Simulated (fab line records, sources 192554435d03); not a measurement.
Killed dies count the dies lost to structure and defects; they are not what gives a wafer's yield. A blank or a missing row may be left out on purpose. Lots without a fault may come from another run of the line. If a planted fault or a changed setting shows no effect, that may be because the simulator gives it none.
Struck lot and sound lot, side by side ; flow n5 finfet ; 25 steps out of a route of 1938
Sound: the wafers L212.1, L212.4, L212.5. Struck: wafer L204.2. (L204.3, L204.4 of the same lot were not struck and are left out.) The cause comes at the end.
For every step that has rows: the tool of each side, followed by ch and its chambers, followed by its first start. Under that, the readings that differ: sound wafers ; struck wafers ; difference of the means ; sigmas: that difference in standard deviations of wafers without a fault.
alike: a reading whose means differ by less than 2 such deviations, as well as words and numbers matching on both sides. not compared: withheld readings; readings where some wafer has no value; bounds like >300 that might hide an equal value; numbers whose values overlap and for which the record gives no deviation.
Wherever a step has rows on one side only, a row that says differs or no value, or a row with sigmas, the two part there. When numbers do not overlap yet have no deviation, they are printed without sigmas and do not part them. Lack of a reading on every wafer of one side parts them only where that side has two or more wafers.

first, 11 steps without rows for these wafers: N5_BEOL_M13_VIA_ETCH_16 (etches SiOC in C4F8/O2/Ar, target depth 921.7 nm); N5_BEOL_M13_STRIP_63 (strips in N2/H2); N5_BEOL_M13_STRIP_64 (strips in N2/H2); N5_BEOL_M13_STRIP_71 (strips in post etch residue remover, time 60 s); N5_BEOL_M13_SRD_72 (time 30 s, dry time 30 s); N5_BEOL_M13_COAT_65 (time 60 s, resist thk 350 nm); N5_BEOL_M13_COAT_66 (time 60 s, resist thk 110 nm); N5_BEOL_M13_COAT_22 (resist thk 300 nm); N5_BEOL_M13_EBR_24; N5_BEOL_M13_SOFTBAKE_23 (time 60 s); N5_BEOL_M13_EXPOSE_25 (exposes mask M13, target cd 210 nm).
N5_BEOL_M13_PEB_26: peb time 90 s.
  sound on litho track-04 ch 0, day 14 11:47; struck on litho track-02 ch 0, day 11 19:22
reading;sound;struck;difference;sigmas
heater power total W (W);172.1 172.7 172.0;199.2;+26.9;+35
  alike: chill plate temp C
then, 2 steps without rows for these wafers: N5_BEOL_M13_DEVELOP_27 (develop time 45 s); N5_BEOL_M13_HARDBAKE_32 (time 120 s).
N5_BEOL_M13_CD_MEAS_28: target cd 209.5 nm.
  sound on cd sem-02 ch 0, day 14 11:53; struck on cd sem-01 ch 0, day 11 19:29
reading;sound;struck;difference;sigmas
cd nm (nm);209.6 209.0 212.4;203.0;-7.3;-6
N5_BEOL_M13_DESCUM_33: chemistry O2, time 7.9 s.
  sound on rie diel-05 ch 2,3, day 14 12:13; struck on rie diel-01 ch 0, day 11 19:34
reading;sound;struck;difference;sigmas
o2 flow sccm (sccm);223.5 224.5 224.3;225.4;+1.3;+2
model.BEOL_M13.cd nm (nm);209.4 208.8 212;203;-7;
  alike: drypump motor current A, oes product au, rf vpp V, showerhead plenum p Torr, temp c, throttle valve pct
  not compared: rf hours counter h
then, 6 steps without rows for these wafers: N5_BEOL_M13_ETCH_67 (etches SiARC in CF4, target depth 143 nm, time 238.3 s); N5_BEOL_M13_ETCH_68 (etches SOC in N2/H2, time 355 s); N5_BEOL_M13_STRIP_69 (strips in N2/H2); N5_BEOL_M13_TRENCH_ETCH_34 (etches SiOC in C4F8/O2/Ar, target depth 413.47 nm, time 162.6 s); N5_BEOL_M13_STRIP_70 (strips in C4F8/O2/Ar); N5_BEOL_M13_STRIP_37 (strips in N2/H2).
N5_BEOL_M13_ETCH_38: etches SiCN in CF4/N2, target depth 67.5 nm, time 71.9 s.
  sound on rie diel-01 ch 1,2, day 14 15:58; struck on rie diel-03 ch 1, day 11 20:17
reading;sound;struck;difference;sigmas
drypump motor current A (A);5.7 5.6 5.7;4.7;-1.0;-2
model.BEOL_M13.cd nm (nm);208.4 209.4 213.4;200.6;-9.8;
  alike: n2 flow sccm, oes product au, rf vpp V, showerhead plenum p Torr, throttle valve pct
  not compared: rf hours counter h
then, 1 step without rows for these wafers: N5_BEOL_M13_PRECLEAN_39 (cleans in residue remover, time 60 s).
N5_PASSIVATION_PROBE_49:
  only the struck wafers here have rows in the record (prober-02, day 13 05:28); the sound ones have none

WHERE THEY PART
At N5_BEOL_M13_PEB_26 first; at N5_PASSIVATION_PROBE_49 last (within this record only).

WHY: whatever the simulator had introduced
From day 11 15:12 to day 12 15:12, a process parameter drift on litho track-02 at N5_BEOL_M13_PEB_26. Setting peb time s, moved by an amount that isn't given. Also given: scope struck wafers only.
